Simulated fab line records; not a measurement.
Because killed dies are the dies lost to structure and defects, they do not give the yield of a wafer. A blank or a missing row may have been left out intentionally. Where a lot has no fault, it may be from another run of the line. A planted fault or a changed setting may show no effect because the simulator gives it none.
One fault seen from 2 desks	flow nand-harc	numbers are kept per desk, each desk with only its own; the story behind them comes last

## FOR THE TOOL OWNER'S DESK: krf-scanner-02
The tool's own readings at NHARC_P_ZERO_WELL_EXPOSE_49 (exposes mask P HVPW, target cd 2000 nm): means of the sampled wafers that have a number, for each lot that ran on this tool. A lot is out of limits, marked OUT, if its mean lies more than 4 standard deviations from the usual mean; the brackets give that distance.
Columns: A = stage-vel-mm-s at NHARC_P_ZERO_WELL_EXPOSE_49, usual 499.96 mm/s
lot	first seen here	A
L635	day 4 03:35	500.06
L646	day 8 18:56	500.14
L648	day 9 14:07	500.07
Result from this desk: across the 3 lots, nothing is out of limits.

## THE METROLOGY DESK
Means of the sampled wafers that have a number, per lot and without regard to the tool the lot ran on: this is what the gauges read. A lot is out of limits, marked OUT, if its mean lies more than 4 standard deviations from the usual mean; the brackets give that distance.
Columns: A = cd-nm at NHARC_P_ZERO_WELL_CD_MEAS_37, usual 719.5 nm
lot	first seen here	A
L630	day 2 02:35	718.8
L635	day 4 02:07	720.4
L646	day 8 17:25	718.4
L647	day 9 01:58	719.9
L648	day 9 12:38	719.2
L652	day 11 04:14	719.2
Result from this desk: across the 6 lots, nothing is out of limits.

## TAKEN TOGETHER
Nothing out of limits was seen by the tool owner's desk.
Metrology desk: nothing out of limits seen.

## WHAT THE SIMULATOR HAD INSERTED
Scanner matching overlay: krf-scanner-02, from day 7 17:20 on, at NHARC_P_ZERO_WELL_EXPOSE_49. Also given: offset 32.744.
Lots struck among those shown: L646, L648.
